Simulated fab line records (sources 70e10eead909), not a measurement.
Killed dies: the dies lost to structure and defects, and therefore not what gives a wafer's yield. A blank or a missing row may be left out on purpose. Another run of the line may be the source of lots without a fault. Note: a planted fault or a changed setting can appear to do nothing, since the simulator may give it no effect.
Matching of chambers || flow nandHarc || 4 sister chambers for NHARC_P_ZERO_WELL_DESCUM_13 on rieDiel-11
The step chemistry O2, time 3 s. 4 wafers are shown with their chamber, then 11 later ones without.

WAFERS PAIRED WITH THEIR CHAMBERS
{"wafer": "L088.5", "chamber": 1, "drypumpMotorCurrentA (A)": 5.8}
{"wafer": "L089.1", "chamber": 2, "drypumpMotorCurrentA (A)": 5.1}
{"wafer": "L089.6", "chamber": 0, "drypumpMotorCurrentA (A)": 5.9}
{"wafer": "L091.1", "chamber": 3, "drypumpMotorCurrentA (A)": 5.3}

WAFERS WITH NO CHAMBER GIVEN
{"wafer": "L091.3", "drypumpMotorCurrentA (A)": 5.9}
{"wafer": "L091.5", "drypumpMotorCurrentA (A)": 5.4}
{"wafer": "L093.1", "drypumpMotorCurrentA (A)": 5.9}
{"wafer": "L093.2", "drypumpMotorCurrentA (A)": 5.1}
{"wafer": "L093.6", "drypumpMotorCurrentA (A)": 5.8}
{"wafer": "L095.1", "drypumpMotorCurrentA (A)": 5.8}
{"wafer": "L095.2", "drypumpMotorCurrentA (A)": 5.4}
{"wafer": "L095.4", "drypumpMotorCurrentA (A)": 5.1}
{"wafer": "L097.1", "drypumpMotorCurrentA (A)": 5.4}
{"wafer": "L097.4", "drypumpMotorCurrentA (A)": 5.9}
{"wafer": "L097.5", "drypumpMotorCurrentA (A)": 5.4}

EACH ONE'S CHAMBER
{"wafer": "L091.3", "from the rows above": "can't be placed: 0 or 1", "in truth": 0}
{"wafer": "L091.5", "from the rows above": 3, "in truth": 3}
{"wafer": "L093.1", "from the rows above": "can't be placed: 0 or 1", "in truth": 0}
{"wafer": "L093.2", "from the rows above": 2, "in truth": 2}
{"wafer": "L093.6", "from the rows above": "can't be placed: 1 or 0", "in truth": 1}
{"wafer": "L095.1", "from the rows above": "can't be placed: 1 or 0", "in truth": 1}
{"wafer": "L095.2", "from the rows above": 3, "in truth": 3}
{"wafer": "L095.4", "from the rows above": 2, "in truth": 2}
{"wafer": "L097.1", "from the rows above": 3, "in truth": 3}
{"wafer": "L097.4", "from the rows above": "can't be placed: 0 or 1", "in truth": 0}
{"wafer": "L097.5", "from the rows above": 3, "in truth": 3}
Placed correctly: 6 of 11. From these rows, 5 cannot be placed; in 5 the true chamber is one of the candidates. Wrongly placed: 0.
How it was worked out, from the rows above alone: a wafer's distance from a chamber is the root of the sum, over the readings, of the square of ((its reading less the chamber's mean) divided by the reading's scatter). The wafer belongs to the nearest chamber; if the next one is less than 2 further off, it can't be placed. For every chamber, the mean is computed from those of its wafers that are shown. The scatter: root of mean squared gap, hidden wafer to nearest shown wafer, with one shown wafer a chamber.
